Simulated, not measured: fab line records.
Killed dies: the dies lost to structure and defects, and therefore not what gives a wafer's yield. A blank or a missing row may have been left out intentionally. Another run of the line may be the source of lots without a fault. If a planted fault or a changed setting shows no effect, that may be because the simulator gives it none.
Split-lot study :: flow n5Finfet :: route with 1938 steps; 7 lots, 21 wafers read

== ABOUT THE SPLIT ==
At N5_BEOL_M6_TRENCH_ETCH_37 (etches SiCOH lowk in C4F6/O2, target depth 94.435 nm, time 31.5 s), the setting biasW was moved away from the recipe's 185 W on 8 of the 21 wafers read, by -13.2% to -9.9%. All remaining wafers had this setting at the recipe value.

The split's own step is where the reading is taken.

== THE READING ==
rfVppV, in V, at N5_BEOL_M6_TRENCH_ETCH_37 (etches SiCOH lowk in C4F6/O2, target depth 94.435 nm, time 31.5 s). A value of 656 V with a standard deviation of 11 V is what fault-free wafers of this fab line usually give.

wafer: L074.2
tool, chamber at the split: rieDiel-04, 0
biasW as run, W: 185
against the recipe: recipe
rfVppV, V: 652
against lot-mates on the recipe: -

wafer: L074.3
tool, chamber at the split: rieDiel-04, 3
biasW as run, W: 164.1
against the recipe: -11.3%
rfVppV, V: 604
against lot-mates on the recipe: -48

wafer: L074.4
tool, chamber at the split: rieDiel-04, 1
biasW as run, W: 164.1
against the recipe: -11.3%
rfVppV, V: 605
against lot-mates on the recipe: -47

wafer: L075.4
tool, chamber at the split: rieDiel-04, 3
biasW as run, W: 165.8
against the recipe: -10.4%
rfVppV, V: 608
against lot-mates on the recipe: -47

wafer: L075.5
tool, chamber at the split: rieDiel-04, 0
biasW as run, W: 185
against the recipe: recipe
rfVppV, V: 650
against lot-mates on the recipe: -

wafer: L075.6
tool, chamber at the split: rieDiel-04, 2
biasW as run, W: 185
against the recipe: recipe
rfVppV, V: 660
against lot-mates on the recipe: -

wafer: L078.1
tool, chamber at the split: rieDiel-03, 0
biasW as run, W: 160.5
against the recipe: -13.2%
rfVppV, V: 593
against lot-mates on the recipe: -58

wafer: L078.2
tool, chamber at the split: rieDiel-03, 1
biasW as run, W: 160.5
against the recipe: -13.2%
rfVppV, V: 586
against lot-mates on the recipe: -65

wafer: L078.5
tool, chamber at the split: rieDiel-03, 2
biasW as run, W: 185
against the recipe: recipe
rfVppV, V: 651
against lot-mates on the recipe: -

wafer: L080.2
tool, chamber at the split: rieDiel-04, 0
biasW as run, W: 185
against the recipe: recipe
rfVppV, V: 649
against lot-mates on the recipe: -

wafer: L080.5
tool, chamber at the split: rieDiel-04, 2
biasW as run, W: 185
against the recipe: recipe
rfVppV, V: 661
against lot-mates on the recipe: -

wafer: L080.6
tool, chamber at the split: rieDiel-04, 3
biasW as run, W: 185
against the recipe: recipe
rfVppV, V: 663
against lot-mates on the recipe: -

wafer: L086.2
tool, chamber at the split: rieDiel-01, 2
biasW as run, W: 185
against the recipe: recipe
rfVppV, V: 658
against lot-mates on the recipe: -

wafer: L086.3
tool, chamber at the split: rieDiel-01, 0
biasW as run, W: 185
against the recipe: recipe
rfVppV, V: 665
against lot-mates on the recipe: -

wafer: L086.5
tool, chamber at the split: rieDiel-01, 3
biasW as run, W: 185
against the recipe: recipe
rfVppV, V: 646
against lot-mates on the recipe: -

wafer: L092.1
tool, chamber at the split: rieDiel-03, 0
biasW as run, W: 185
against the recipe: recipe
rfVppV, V: 663
against lot-mates on the recipe: -

wafer: L092.5
tool, chamber at the split: rieDiel-03, 3
biasW as run, W: 166.7
against the recipe: -9.9%
rfVppV, V: 583
against lot-mates on the recipe: -80

wafer: L092.6
tool, chamber at the split: rieDiel-03, 0
biasW as run, W: 166.7
against the recipe: -9.9%
rfVppV, V: 610
against lot-mates on the recipe: -53

wafer: L093.1
tool, chamber at the split: rieDiel-04, 3
biasW as run, W: 185
against the recipe: recipe
rfVppV, V: 663
against lot-mates on the recipe: -

wafer: L093.2
tool, chamber at the split: rieDiel-04, 1
biasW as run, W: 166.6
against the recipe: -9.9%
rfVppV, V: 621
against lot-mates on the recipe: -35

wafer: L093.6
tool, chamber at the split: rieDiel-04, 0
biasW as run, W: 185
against the recipe: recipe
rfVppV, V: 649
against lot-mates on the recipe: -

THE FIT
A straight line over all 21 wafers: rfVppV changes by +4.92 V for each +1% of biasW; r = +0.96; the points scatter about the line by 8.6 V.
The same after taking each lot's own level away (the mean of its wafers on the recipe; 21 wafers): +4.79 V for each +1%; r = +0.94; scatter 9.8 V.
On that fit, the largest move of biasW shifts the reading by 63 V.
The span of the lots' own levels, 651.0 to 663.0 V, comes to 1.1 times the standard deviation stated above.
The two slopes are in agreement: the lot-to-lot level therefore moves the slope only a little.
Check: -64.9 V against its lot-mates is what the line predicts for one of the wafers moved furthest among these (-13.2%) when that wafer is left out of the fit. Against them it came out at -58 V.
Tool readings at the split's step, against how far the setting was moved: rfVppV r = +0.96.

== OTHER SPLITS ON THESE WAFERS ==
Other splits were also applied to these wafers ahead of the reading. Each is held against what the fit with the lots' levels taken away leaves over:
other split on the same wafers: N5_BEOL_M3_SPUTTER_48 timeS
wafers away from the commonest value: 5
r with rfVppV (lot level and that fit taken away): +0.01

other split on the same wafers: N5_BEOL_M5_PECVD_70 tempC
wafers away from the commonest value: 8
r with rfVppV (lot level and that fit taken away): +0.44

other split on the same wafers: N5_BEOL_M5_HM_DEP_02 targetThkA
wafers away from the commonest value: 6
r with rfVppV (lot level and that fit taken away): -0.11

other split on the same wafers: N5_BEOL_M5_TRENCH_ETCH_37 sourceW
wafers away from the commonest value: 6
r with rfVppV (lot level and that fit taken away): +0.12

other split on the same wafers: N5_BEOL_M5_ETCH_41 sourceW
wafers away from the commonest value: 5
r with rfVppV (lot level and that fit taken away): +0.13

== FILE'S OWN FIT ==
rfVppV changes by +4.67 V for each +1% of biasW, r = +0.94.
